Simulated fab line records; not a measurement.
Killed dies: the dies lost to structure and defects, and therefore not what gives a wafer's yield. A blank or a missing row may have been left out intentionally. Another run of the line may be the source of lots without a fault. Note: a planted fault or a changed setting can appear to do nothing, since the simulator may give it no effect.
fab line records ; flow nand-harc ; part 2 of 2: steps 14 to 18 of 18
[record] lots = 5; wafers = 15; last-day = 22
route steps=1159 shown A_CHANNEL_HOLE_D1@461
lots that met no fault: from a run of the same line without faults
start-h: hours from the record's opening day to when the first of the lot's shown wafers began ; wait-h: hours from the lot's prior step to this one ; " the same as in the row above ; L1.1+2: a single row standing in for several wafers ; - no value, or no start was given ; * or withheld: withheld ; < > ~ a bound
route shown NAME@n: names a module that has steps shown in the file, with the first one's number in the route ; usual: the fault-free wafers' mean and standard deviation ; same: alike in all rows ; chamber/n: place in a boat ; sites: the reading at each site ; _std_site: their standard deviation ; _edge_site: outer sites' mean less inner sites' ; radius-mm: how far each site lies from the wafer's centre ; mask NAME#n: copy n ; behind: the last tool/chamber to shape the wafer ; hold: what put the lot on hold/how long, in hours/how the hold closed ; device: the transistor (n, p or np) that didn't switch ; end of line: the tests these same wafers got at the end of their route ; a step without rows: its recipe alone ; killed: at the first sort, the dies lost to defects and structure; wafer yield is something else ; map: a wafer's dies, marking killed ones x, the rest . and places with no die _
set.NAME: the setting that was run; set.NAME@STEP: the one run at that earlier step ; model.NAME: the simulator's own value behind a step, which no gauge read
lots at some steps of the route; a table a step, a row a wafer
services: a tool's chamber out of use, with start hour (start-h, from the record's first day; less than 0 if before it), hours out, and reason
[[steps]]
[step NHARC_A_CHANNEL_HOLE_D1_ETCH_22]
[recipe] bias-v = 3000; source-w = withheld; pressure-mtorr = 20; time-s = 666.7; ar-flow-sccm = 375; c4f8-flow-sccm = 89.3; o2-flow-sccm = 35.7; temp-c = -20; target-depth-a = 16000; chemistry = C4F8/O2/Ar
[usual] chamber-pressure-mTorr = 20.001/0.02; drypump-motor-current-A = 5.9/0.37; mfc-ar-sccm = 374.8/1.1; showerhead-plenum-p-Torr = 3.72/0.083; throttle-valve-pct = 32.155/0.0079
lot.wafer;tool;chamber;start-h;wait-h;chamber-pressure-mTorr;drypump-motor-current-A;mfc-ar-sccm;rf-hours-counter-h;showerhead-plenum-p-Torr;throttle-valve-pct
L081.1;har-etch-02;1;212.38;0.4;20.013;6.2;374.6;114;3.79;32.159
L081.4;har-etch-02;1;212.38;0.4;19.967;6.2;373.2;-;3.79;32.148
L081.6;har-etch-02;0;212.38;0.4;19.969;6.0;373.9;-;3.67;32.140
L080.2;har-etch-01;1;213.01;0.4;20.042;5.4;375.9;205;3.62;32.139
L080.4;har-etch-01;0;213.01;0.4;20.015;6.2;374.7;-;3.82;32.154
L080.6;har-etch-01;1;213.01;0.4;19.970;5.4;375.0;-;3.62;32.153
L085.1;har-etch-02;0;254.54;0.4;19.976;6.0;375.6;132;3.66;32.164
L085.2;har-etch-02;1;254.54;0.4;19.984;6.2;375.3;132;3.78;32.155
L085.3;har-etch-02;1;254.54;0.4;19.994;6.2;375.5;-;3.78;32.150
L089.2;har-etch-01;0;270.77;0.4;20.001;6.3;375.5;231;3.80;32.159
L089.3;har-etch-01;0;270.77;0.4;19.982;6.3;375.4;-;3.80;32.169
L089.6;har-etch-01;0;270.77;0.4;19.987;6.2;376.2;-;3.80;32.152
L088.2;har-etch-02;0;271.21;0.4;19.997;5.9;374.7;139;3.66;32.152
L088.4;har-etch-02;1;271.21;0.4;20.010;6.2;374.8;-;3.78;32.158
L088.3;har-etch-02;0;271.21;0.4;19.991;6.0;372.1;-;3.66;32.155
[step NHARC_A_CHANNEL_HOLE_D1_ETCH_23]
[recipe] bias-v = 5000; source-w = withheld; pressure-mtorr = 20; time-s = 819; ar-flow-sccm = 375; c4f8-flow-sccm = 89.3; o2-flow-sccm = 35.7; temp-c = -20; target-depth-a = 16000; chemistry = C4F8/O2/Ar
[usual] chamber-pressure-mTorr = 20.000/0.016; drypump-motor-current-A = 5.9/0.37; mfc-ar-sccm = 375.2/1; showerhead-plenum-p-Torr = 3.72/0.083; throttle-valve-pct = 32.154/0.009
lot.wafer;tool;chamber;start-h;wait-h;chamber-pressure-mTorr;drypump-motor-current-A;mfc-ar-sccm;rf-hours-counter-h;showerhead-plenum-p-Torr;throttle-valve-pct
L081.1;har-etch-02;1;212.96;0.5;20.015;6.2;374.5;114;3.79;32.156
L081.4;har-etch-02;1;212.96;0.5;20.027;6.2;375.4;-;3.79;32.170
L081.6;har-etch-02;0;212.96;0.5;19.993;6.0;374.6;-;3.67;32.147
L080.2;har-etch-01;1;213.57;0.5;20.012;5.4;375.8;206;3.62;32.157
L080.4;har-etch-01;0;213.57;0.5;20.008;6.2;375.7;-;3.82;32.153
L080.6;har-etch-01;1;213.57;0.5;19.985;5.4;375.3;-;3.62;32.169
L085.1;har-etch-02;0;255.10;0.5;20.021;5.9;374.8;133;3.66;32.154
L085.2;har-etch-02;1;255.10;0.5;19.988;6.3;375.3;133;3.78;32.143
L085.3;har-etch-02;1;255.10;0.5;20.005;6.2;376.2;-;3.78;32.152
L089.2;har-etch-01;0;271.35;0.5;19.988;6.3;374.5;231;3.80;32.170
L089.3;har-etch-01;0;271.35;0.5;19.999;6.3;373.6;-;3.80;32.150
L089.6;har-etch-01;0;271.35;0.5;20.009;6.3;375.8;-;3.80;32.156
L088.2;har-etch-02;0;271.79;0.5;20.003;6.0;373.7;140;3.66;32.160
L088.4;har-etch-02;1;271.79;0.5;20.026;6.2;374.3;-;3.78;32.159
L088.3;har-etch-02;0;271.79;0.5;19.995;6.0;375.7;-;3.66;32.139
[step NHARC_A_CHANNEL_HOLE_D1_ETCH_24]
[recipe] bias-v = 5000; source-w = withheld; pressure-mtorr = 20; time-s = 906.2; ar-flow-sccm = 375; c4f8-flow-sccm = 93.8; o2-flow-sccm = 31.2; temp-c = -20; target-depth-a = 15000; chemistry = C4F8/O2/Ar
[usual] chamber-pressure-mTorr = 19.999/0.018; drypump-motor-current-A = 5.9/0.36; mfc-ar-sccm = 374.9/1.2; showerhead-plenum-p-Torr = 3.71/0.083; throttle-valve-pct = 32.236/0.0088
lot.wafer;tool;chamber;start-h;wait-h;chamber-pressure-mTorr;drypump-motor-current-A;mfc-ar-sccm;rf-hours-counter-h;showerhead-plenum-p-Torr;throttle-valve-pct
L081.1;har-etch-02;1;213.66;0.6;20.010;6.2;372.9;115;3.79;32.232
L081.4;har-etch-02;1;213.66;0.6;19.994;6.2;374.5;-;3.79;32.236
L081.6;har-etch-02;0;213.66;0.6;19.990;6.0;375.3;-;3.67;32.236
L080.2;har-etch-01;1;214.27;0.6;19.976;5.4;376.1;207;3.62;32.225
L080.4;har-etch-01;0;214.27;0.6;20.024;6.2;376.4;-;3.81;32.227
L080.6;har-etch-01;1;214.27;0.6;19.984;5.4;375.3;-;3.62;32.239
L085.1;har-etch-02;0;255.79;0.6;19.985;6.0;375.8;134;3.66;32.249
L085.2;har-etch-02;1;255.79;0.6;19.982;6.2;374.7;134;3.78;32.248
L085.3;har-etch-02;1;255.79;0.6;19.991;6.2;373.0;-;3.78;32.236
L089.2;har-etch-01;0;272.05;0.6;20.020;6.2;373.3;232;3.80;32.230
L089.3;har-etch-01;0;272.05;0.6;19.972;6.3;372.8;-;3.80;32.225
L089.6;har-etch-01;0;272.05;0.6;19.998;6.3;373.8;-;3.80;32.233
L088.2;har-etch-02;0;272.49;0.6;19.965;6.0;376.5;140;3.65;32.243
L088.4;har-etch-02;1;272.49;0.6;19.968;6.2;375.1;-;3.78;32.238
L088.3;har-etch-02;0;272.49;0.6;20.021;6.0;377.3;-;3.65;32.233
[step NHARC_A_CHANNEL_HOLE_D1_ETCH_25]
[recipe] bias-v = 5000; source-w = withheld; pressure-mtorr = 20; time-s = 1040.2; ar-flow-sccm = 375; c4f8-flow-sccm = 93.8; o2-flow-sccm = 31.2; temp-c = -20; target-depth-a = 15000; chemistry = C4F8/O2/Ar
[usual] chamber-pressure-mTorr = 20.000/0.02; drypump-motor-current-A = 5.9/0.37; mfc-ar-sccm = 375.2/1.1; showerhead-plenum-p-Torr = 3.71/0.083; throttle-valve-pct = 32.235/0.0095
lot.wafer;tool;chamber;start-h;wait-h;chamber-pressure-mTorr;drypump-motor-current-A;mfc-ar-sccm;rf-hours-counter-h;showerhead-plenum-p-Torr;throttle-valve-pct
L081.1;har-etch-02;1;214.43;0.6;20.032;6.2;375.0;116;3.79;32.243
L081.4;har-etch-02;1;214.43;0.6;20.007;6.2;375.6;-;3.79;32.225
L081.6;har-etch-02;0;214.43;0.6;19.997;5.9;376.3;-;3.67;32.253
L080.2;har-etch-01;1;215.03;0.6;20.022;5.4;374.9;207;3.62;32.229
L080.4;har-etch-01;0;215.03;0.6;19.991;6.3;374.1;-;3.81;32.237
L080.6;har-etch-01;1;215.03;0.6;20.012;5.4;374.3;-;3.62;32.251
L085.1;har-etch-02;0;256.57;0.6;20.003;6.0;376.6;134;3.66;32.238
L085.2;har-etch-02;1;256.57;0.6;19.977;6.2;376.3;134;3.78;32.229
L085.3;har-etch-02;1;256.57;0.6;19.995;6.2;377.6;-;3.78;32.225
L089.2;har-etch-01;0;272.81;0.6;19.982;6.2;375.8;233;3.80;32.213
L089.3;har-etch-01;0;272.81;0.6;19.980;6.2;374.4;-;3.80;32.237
L089.6;har-etch-01;0;272.81;0.6;19.998;6.2;374.4;-;3.80;32.249
L088.2;har-etch-02;0;273.29;0.7;19.978;6.0;374.9;141;3.65;32.233
L088.4;har-etch-02;1;273.29;0.7;20.033;6.3;375.0;-;3.77;32.230
L088.3;har-etch-02;0;273.29;0.7;20.001;6.0;374.9;-;3.65;32.231
[step NHARC_A_CHANNEL_HOLE_D1_ETCH_26]
[recipe] bias-v = 300; source-w = 2000; pressure-mtorr = 30; time-s = 224.1; ar-flow-sccm = 375; c4f8-flow-sccm = 11.4; o2-flow-sccm = 113.6; temp-c = -20; target-depth-a = 3000; chemistry = C4F8/O2/Ar
[usual] chamber-pressure-mTorr = 30.00/0.032; drypump-motor-current-A = 5.9/0.36; mfc-ar-sccm = 374.8/1.2; showerhead-plenum-p-Torr = 3.76/0.087; throttle-valve-pct = 24.584/0.0095
lot.wafer;tool;chamber;start-h;wait-h;chamber-pressure-mTorr;drypump-motor-current-A;mfc-ar-sccm;rf-hours-counter-h;showerhead-plenum-p-Torr;throttle-valve-pct
L081.1;har-etch-02;1;215.31;0.7;30.00;6.2;375.6;117;3.84;24.595
L081.4;har-etch-02;1;215.31;0.7;30.00;6.2;373.6;-;3.84;24.585
L081.6;har-etch-02;0;215.31;0.7;30.00;6.0;377.0;-;3.71;24.582
L080.2;har-etch-01;1;215.91;0.7;29.99;5.4;377.1;208;3.66;24.579
L080.4;har-etch-01;0;215.91;0.7;30.04;6.3;375.2;-;3.87;24.590
L080.6;har-etch-01;1;215.91;0.7;29.99;5.4;372.9;-;3.66;24.596
L085.1;har-etch-02;0;257.45;0.7;30.00;6.0;375.6;135;3.70;24.573
L085.2;har-etch-02;1;257.45;0.7;30.01;6.3;375.9;135;3.83;24.588
L085.3;har-etch-02;1;257.45;0.7;29.95;6.2;373.6;-;3.83;24.577
L089.2;har-etch-01;0;273.71;0.7;29.94;6.2;374.0;234;3.85;24.590
L089.3;har-etch-01;0;273.71;0.7;30.01;6.2;373.4;-;3.85;24.573
L089.6;har-etch-01;0;273.71;0.7;30.01;6.2;374.1;-;3.85;24.584
L088.2;har-etch-02;0;274.06;0.6;30.00;6.0;374.3;142;3.70;24.580
L088.4;har-etch-02;1;274.06;0.6;30.00;6.2;374.4;-;3.83;24.572
L088.3;har-etch-02;0;274.06;0.6;29.94;6.0;375.6;-;3.70;24.565
[[services]]
tool;chamber;start-h;hours;kind
rie-diel-03;0;194.42;-;clean
rie-diel-03;1;194.42;-;clean
rie-diel-03;2;194.42;-;clean
rie-diel-03;3;194.42;-;clean
rie-diel-05;0;197.10;-;clean
rie-diel-05;1;197.10;-;clean
rie-diel-05;2;197.10;-;clean
rie-diel-05;3;197.10;-;clean
rie-diel-08;0;207.30;-;clean
rie-diel-05;1;207.98;10.8;repair
rie-diel-03;-;215.30;9.0;pm
rie-diel-05;0;221.60;-;clean
rie-diel-05;1;221.60;-;clean
rie-diel-05;2;221.60;-;clean
rie-diel-05;3;221.60;-;clean
rie-diel-05;0;246.21;-;clean
rie-diel-05;1;246.21;-;clean
rie-diel-05;2;246.21;-;clean
rie-diel-05;3;246.21;-;clean
litho-track-01;-;268.00;7.0;pm
rie-diel-05;0;270.71;-;clean
rie-diel-05;1;270.71;-;clean
rie-diel-05;2;270.71;-;clean
rie-diel-05;3;270.71;-;clean
